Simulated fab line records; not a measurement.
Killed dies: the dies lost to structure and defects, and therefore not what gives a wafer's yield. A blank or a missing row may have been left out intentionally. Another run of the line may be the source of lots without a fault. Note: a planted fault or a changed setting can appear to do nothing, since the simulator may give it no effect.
2 desks, one fault :: flow n5 finfet :: what lay behind the numbers comes last; until then each desk has only its own

METROLOGY DESK
What the gauges read for every lot (on any tool): the sampled wafers with a number, averaged. A lot is out of limits, marked OUT, if its mean lies more than 4 standard deviations from the usual mean; the brackets give that distance.
Columns: A = trench depth nm at N5_BEOL_M11_OCD_MEAS_38, usual 148.4 nm; B = cd nm at N5_BEOL_M11_CD_MEAS_35, usual 69.9 nm
lot: L106
first seen here: day 13 19:33
A: 147.1
B: 69.5

lot: L107
first seen here: day 14 06:17
A: 148.7
B: 70.1

lot: L112
first seen here: day 17 03:14
A: 147.8
B: 69.7

lot: L117
first seen here: day 18 00:33
A: 150.3
B: 70.4

lot: L114
first seen here: day 18 00:44
A: 148.0
B: 70.7

lot: L115
first seen here: day 18 13:10
A: 147.7
B: 70.2

lot: L109
first seen here: day 20 13:37
A: 146.9
B: 70.4
This desk's verdict: no lot among the 7 shows anything out of limits.

FOR THE TOOL OWNER'S DESK: ald metal-03
The tool's own readings at N5_BEOL_M11_ALD_74 (deposits TaN, target thk 2 nm, pulse time 2 s, purge time 3 s): means of the sampled wafers that have a number, for each lot that ran on this tool. A lot is out of limits, marked OUT, if its mean lies more than 4 standard deviations from the usual mean; the brackets give that distance.
Columns: A = heater power w at N5_BEOL_M11_ALD_74, usual 401 W; B = precursor vessel pressure torr at N5_BEOL_M11_ALD_74, usual 26.25 Torr
lot: L107
first seen here: day 14 06:58
A: 348
B: 26.22

lot: L112
first seen here: day 17 04:31
A: 399
B: 26.21

lot: L117
first seen here: day 18 01:26
A: 435
B: 26.27

lot: L114
first seen here: day 18 01:42
A: 396
B: 26.29

lot: L109
first seen here: day 20 14:42
A: 425
B: 26.21
This desk's verdict: no lot among the 5 shows anything out of limits.

TAKEN TOGETHER
Nothing out of limits was seen by the metrology desk.
The desk of the tool owner found nothing out of limits.

WHAT HAD BEEN PUT IN BY THE SIMULATOR
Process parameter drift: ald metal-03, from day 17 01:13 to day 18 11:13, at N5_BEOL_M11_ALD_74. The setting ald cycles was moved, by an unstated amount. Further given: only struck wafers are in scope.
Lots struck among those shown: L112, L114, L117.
